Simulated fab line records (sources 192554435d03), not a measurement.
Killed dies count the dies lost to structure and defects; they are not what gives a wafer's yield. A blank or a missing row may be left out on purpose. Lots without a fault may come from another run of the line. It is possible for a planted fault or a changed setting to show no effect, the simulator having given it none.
Which of the tools did it?    flow n5_finfet    63 wafers from 21 lots sampled at 4 of the route's 1938 steps

## WHAT THE GAUGES SHOWED, per wafer
N5_BEOL_M5_OCD_MEAS_38. Usual: 71.7 nm for trench_depth_nm, sd 1.6.
lot   measured      on      trench_depth_nm (nm)  flag
L074  day 8 18:16   ocd-02  70.5 71.2 71.6        
L075  day 8 22:08   ocd-02  73.6 71.8 73.7        
L076  day 9 14:34   ocd-02  71.3 71.0 73.1        
L078  day 9 14:25   ocd-02  69.7 74.8 69.6        
L077  day 9 21:19   ocd-02  68.7 74.4 73.4        
L079  day 9 20:49   ocd-01  69.5 75.3 74.0        
L080  day 10 03:16  ocd-01  69.0 68.9 74.3        
L081  day 10 03:34  ocd-02  72.1 71.4 72.0        
L085  day 11 03:19  ocd-02  68.6 69.9 73.9        
L084  day 11 03:29  ocd-01  73.4 71.1 71.6        
L086  day 11 22:02  ocd-02  71.4 71.1 71.1        
L087  day 11 21:37  ocd-01  69.8 70.2 69.5        
L090  day 12 16:08  ocd-01  71.0 71.6 71.9        
L089  day 12 22:07  ocd-01  70.7 71.0 69.7        
L092  day 12 23:00  ocd-01  71.8 72.5 71.8        
L091  day 13 02:22  ocd-01  71.1 73.1 72.8        
L093  day 13 02:11  ocd-02  70.6 71.2 70.9        
L094  day 13 06:19  ocd-01  69.7 71.2 73.4        
L096  day 14 01:36  ocd-02  71.3 70.6 71.3        
L095  day 14 01:43  ocd-02  68.6 72.9 73.4        
L097  day 14 06:56  ocd-01  70.8 72.9 71.0        

## WHAT TOOL EACH LOT RAN ON (gives the tool, then ch and the chambers of the sampled wafers, and finally the start)
lot   N5_BEOL_M5_ETCH_61                  N5_BEOL_M5_STRIP_64                 N5_BEOL_M5_STRIP_36
L074  rie_diel-04 ch 0,2, day 8 15:01     rie_diel-04 ch 0,2, day 8 15:10     rie_diel-04 ch 0,2,3, day 8 18:04
L075  rie_diel-01 ch 0,1, day 8 18:58     rie_diel-01 ch 0,1, day 8 19:07     rie_diel-03 ch 0,2,3, day 8 21:56
L076  rie_diel-03 ch 0,1,2, day 9 12:32   rie_diel-03 ch 0,1,2, day 9 12:41   rie_diel-04 ch 0,1,3, day 9 14:23
L078  rie_diel-04 ch 1,2, day 9 12:40     rie_diel-04 ch 1,2, day 9 12:49     rie_diel-01 ch 0,1,3, day 9 14:14
L077  rie_diel-03 ch 0,2, day 9 18:13     rie_diel-03 ch 0,2, day 9 18:22     rie_diel-01 ch 0,2, day 9 21:07
L079  rie_diel-04 ch 0,1,2, day 9 18:15   rie_diel-04 ch 0,1,2, day 9 18:24   rie_diel-01 ch 0,2, day 9 20:38
L080  rie_diel-04 ch 0,2,3, day 9 21:19   rie_diel-04 ch 0,2,3, day 9 21:28   rie_diel-01 ch 0,1,3, day 10 03:04
L081  rie_diel-04 ch 1,2, day 10 02:12    rie_diel-04 ch 1,2, day 10 02:21    rie_diel-04 ch 0,3, day 10 03:22
L085  rie_diel-03 ch 0,1,2, day 10 22:28  rie_diel-03 ch 0,1,2, day 10 22:38  rie_diel-01 ch 0,1,3, day 11 03:08
L084  rie_diel-03 ch 0,1,3, day 10 22:42  rie_diel-03 ch 0,1,3, day 10 22:52  rie_diel-03 ch 0,1,2, day 11 03:17
L086  rie_diel-03 ch 0,3, day 11 18:50    rie_diel-03 ch 0,3, day 11 18:59    rie_diel-03 ch 0,1,3, day 11 21:50
L087  rie_diel-01 ch 1,2, day 11 19:43    rie_diel-01 ch 1,2, day 11 19:52    rie_diel-01 ch 0,3, day 11 21:25
L090  rie_diel-01 ch 1,2, day 12 13:24    rie_diel-01 ch 1,2, day 12 13:33    rie_diel-03 ch 0,1, day 12 15:56
L089  rie_diel-04 ch 0,2,3, day 12 16:56  rie_diel-04 ch 0,2,3, day 12 17:05  rie_diel-03 ch 0,1,3, day 12 21:55
L092  rie_diel-03 ch 0,1,2, day 12 21:31  rie_diel-03 ch 0,1,2, day 12 21:40  rie_diel-03 ch 0,1,2, day 12 22:49
L091  rie_diel-01 ch 0,3, day 12 22:55    rie_diel-01 ch 0,3, day 12 23:04    rie_diel-01 ch 0,1,2, day 13 02:10
L093  rie_diel-03 ch 2,3, day 13 00:14    rie_diel-03 ch 2,3, day 13 00:23    rie_diel-03 ch 1,3, day 13 01:59
L094  rie_diel-01 ch 0,1,2, day 13 03:36  rie_diel-01 ch 0,1,2, day 13 03:46  rie_diel-04 ch 1,2,3, day 13 06:08
L096  rie_diel-01 ch 1,3, day 14 00:11    rie_diel-01 ch 1,3, day 14 00:21    rie_diel-03 ch 1,2, day 14 01:25
L095  rie_diel-03 ch 0,1, day 14 00:23    rie_diel-03 ch 0,1, day 14 00:33    rie_diel-01 ch 0,1,2, day 14 01:31
L097  rie_diel-01 ch 0,2,3, day 14 03:22  rie_diel-01 ch 0,2,3, day 14 05:27  rie_diel-04 ch 0,1,3, day 14 06:44
- N5_BEOL_M5_ETCH_61: etches SiARC in CF4, target depth 15.6 nm, time 26 s.
- N5_BEOL_M5_STRIP_64: strips in CF4.
- N5_BEOL_M5_STRIP_36: strips in N2/H2.

## WHAT THE TOOLS THEMSELVES READ (means of the sampled wafers that have a number; where no wafer has one, the mark that the record gives instead)
N5_BEOL_M5_ETCH_61. Usual: drypump_motor_current_A 5.8 A, standard deviation 0.3; etch_rf_on_time_s 25.8 s, standard deviation 0.72; mfc_ar_sccm 100.0 sccm, standard deviation 0.3; oes_product_au 0.65 a.u., standard deviation 0.047; rf_vpp_V 183.9 V, standard deviation 1.1; showerhead_plenum_p_Torr 2.14 Torr, standard deviation 0.071; throttle_valve_pct 15.71 %, standard deviation 0.21.
lot   tool         drypump_motor_current_A (A)  etch_rf_on_time_s (s)  mfc_ar_sccm (sccm)  oes_product_au (a.u.)  rf_vpp_V (V)  showerhead_plenum_p_Torr (Torr)  throttle_valve_pct (%)  flag
L074  rie_diel-04  5.8                          25.9                   99.9                0.65                   184.3         2.11                             15.67                   
L075  rie_diel-01  5.8                          26.7                   99.8                0.68                   184.2         2.14                             15.54                   
L076  rie_diel-03  5.5                          25.8                   100.0               0.69                   183.8         2.22                             15.72                   
L078  rie_diel-04  5.8                          25.2                   99.9                0.70                   183.0         2.07                             15.50                   
L077  rie_diel-03  5.7                          25.6                   100.2               0.71                   185.5         2.24                             15.80                   
L079  rie_diel-04  5.8                          25.5                   100.1               0.68                   183.7         2.09                             15.61                   
L080  rie_diel-04  5.6                          26.0                   99.8                0.64                   183.6         2.11                             15.58                   
L081  rie_diel-04  5.9                          25.7                   100.1               0.64                   183.8         2.05                             15.66                   
L085  rie_diel-03  5.5                          26.0                   99.9                0.68                   185.1         2.21                             15.72                   
L084  rie_diel-03  5.6                          26.0                   100.2               0.66                   184.4         2.18                             15.72                   
L086  rie_diel-03  5.8                          25.9                   99.8                0.68                   184.4         2.21                             15.83                   
L087  rie_diel-01  6.2                          24.9                   100.2               0.62                   184.2         2.16                             15.76                   
L090  rie_diel-01  6.2                          25.1                   100.1               0.61                   183.4         2.16                             15.77                   
L089  rie_diel-04  5.6                          26.1                   99.8                0.63                   184.0         2.10                             15.63                   
L092  rie_diel-03  5.5                          25.9                   99.7                0.67                   185.2         2.21                             15.75                   
L091  rie_diel-01  5.7                          27.0                   100.1               0.65                   183.2         2.09                             15.71                   
L093  rie_diel-03  5.7                          25.7                   100.0               0.62                   184.1         2.19                             15.97                   
L094  rie_diel-01  6.0                          25.9                   100.3               0.63                   184.5         2.14                             15.69                   
L096  rie_diel-01  5.8                          26.5                   100.0               0.61                   182.1         2.05                             15.87                   
L095  rie_diel-03  5.4                          26.4                   99.6                0.67                   184.9         2.18                             15.60                   
L097  rie_diel-01  5.9                          26.2                   99.8                0.64                   182.9         2.15                             15.70                   

N5_BEOL_M5_STRIP_64. Usual: bias_power_w 75.01 W, standard deviation 0.23; drypump_motor_current_A 5.76 A, standard deviation 0.3; oes_product_au 0.75 a.u., standard deviation 0.055; rf_vpp_V 271.0 V, standard deviation 1.5; showerhead_plenum_p_Torr 1.79 Torr, standard deviation 0.056; throttle_valve_pct 13.67 %, standard deviation 0.21.
lot   tool         bias_power_w (W)  drypump_motor_current_A (A)  oes_product_au (a.u.)  rf_vpp_V (V)  showerhead_plenum_p_Torr (Torr)  throttle_valve_pct (%)  flag
L074  rie_diel-04  74.88             5.82                         0.76                   271.1         1.79                             13.71                   
L075  rie_diel-01  74.90             5.81                         0.80                   270.8         1.80                             13.50                   
L076  rie_diel-03  75.19             5.56                         0.80                   271.9         1.84                             13.62                   
L078  rie_diel-04  75.05             5.79                         0.80                   269.3         1.73                             13.49                   
L077  rie_diel-03  75.16             5.71                         0.81                   273.1         1.88                             13.72                   
L079  rie_diel-04  74.93             5.81                         0.77                   269.4         1.76                             13.62                   
L080  rie_diel-04  75.01             5.61                         0.75                   270.0         1.78                             13.62                   
L081  rie_diel-04  75.09             5.91                         0.74                   270.0         1.73                             13.68                   
L085  rie_diel-03  75.16             5.55                         0.79                   272.5         1.84                             13.63                   
L084  rie_diel-03  75.13             5.66                         0.77                   271.5         1.82                             13.66                   
L086  rie_diel-03  74.74             5.77                         0.78                   272.4         1.85                             13.78                   
L087  rie_diel-01  75.25             6.19                         0.70                   271.3         1.80                             13.74                   
L090  rie_diel-01  75.17             6.19                         0.70                   271.2         1.80                             13.73                   
L089  rie_diel-04  74.90             5.60                         0.73                   270.3         1.77                             13.68                   
L092  rie_diel-03  74.95             5.56                         0.78                   272.9         1.83                             13.67                   
L091  rie_diel-01  74.80             5.72                         0.76                   269.7         1.76                             13.69                   
L093  rie_diel-03  74.75             5.70                         0.71                   272.1         1.82                             13.92                   
L094  rie_diel-01  74.97             6.02                         0.73                   270.8         1.80                             13.67                   
L096  rie_diel-01  74.77             5.77                         0.72                   269.7         1.72                             13.85                   
L095  rie_diel-03  75.23             5.49                         0.78                   271.5         1.81                             13.53                   
L097  rie_diel-01  74.85             5.92                         0.74                   272.6         1.80                             13.68                   

N5_BEOL_M5_STRIP_36. Usual: bias_power_w 7.000 W, standard deviation 0.022; drypump_motor_current_A 5.7 A, standard deviation 0.32; oes_product_au 0.76 a.u., standard deviation 0.051; rf_vpp_V 59.2 V, standard deviation 1.4; showerhead_plenum_p_Torr 2.54 Torr, standard deviation 0.084; throttle_valve_pct 23.7 %, standard deviation 0.33.
lot   tool         bias_power_w (W)  drypump_motor_current_A (A)  oes_product_au (a.u.)  rf_vpp_V (V)  showerhead_plenum_p_Torr (Torr)  throttle_valve_pct (%)  flag
L074  rie_diel-04  6.985             5.6                          0.77                   59.1          2.50                             23.4                    
L075  rie_diel-03  6.999             5.8                          0.76                   59.9          2.61                             23.8                    
L076  rie_diel-04  7.002             5.5                          0.81                   59.0          2.52                             23.2                    
L078  rie_diel-01  6.996             5.8                          0.77                   58.8          2.49                             23.8                    
L077  rie_diel-01  7.007             6.1                          0.76                   60.4          2.61                             23.6                    
L079  rie_diel-01  6.997             6.1                          0.76                   58.6          2.61                             23.6                    
L080  rie_diel-01  7.000             5.8                          0.77                   58.8          2.49                             23.8                    
L081  rie_diel-04  7.003             5.2                          0.77                   60.1          2.54                             23.2                    
L085  rie_diel-01  6.993             5.8                          0.75                   58.7          2.48                             23.8                    
L084  rie_diel-03  6.991             5.5                          0.79                   59.1          2.61                             23.7                    
L086  rie_diel-03  7.006             5.7                          0.77                   58.3          2.57                             23.7                    
L087  rie_diel-01  6.980             5.7                          0.77                   56.9          2.47                             23.7                    
L090  rie_diel-03  7.024             5.5                          0.80                   58.4          2.58                             23.5                    
L089  rie_diel-03  7.000             5.7                          0.77                   59.9          2.57                             23.7                    
L092  rie_diel-03  6.993             5.6                          0.77                   59.5          2.61                             23.7                    
L091  rie_diel-01  6.996             6.0                          0.73                   60.6          2.54                             23.8                    
L093  rie_diel-03  6.990             5.5                          0.74                   58.1          2.52                             23.5                    
L094  rie_diel-04  7.012             5.6                          0.74                   58.3          2.46                             23.4                    
L096  rie_diel-03  6.976             5.6                          0.73                   60.0          2.58                             23.6                    
L095  rie_diel-01  7.020             6.0                          0.73                   58.6          2.53                             23.8                    
L097  rie_diel-04  7.006             5.5                          0.77                   58.0          2.50                             23.3                    

## THE ANSWER, worked out from the rows above alone
Rule: a lot is off if the mean of its wafers that have a number lies more than 3 standard deviations from the usual mean. Also off: a lot with no number at a reading for which 4 or more lots have one. The other lots that the step has rows for count as sound. After the gauges, taken in route order, come the tools' own readings; for these a lot's mean is taken, as printed above. At the first step where some lot is off, the reading lying furthest off is the one used; lots without a number count as furthest.
Nothing can be told from this: no lot is off at any reading shown.

## WHAT HAD BEEN PUT IN BY THE SIMULATOR
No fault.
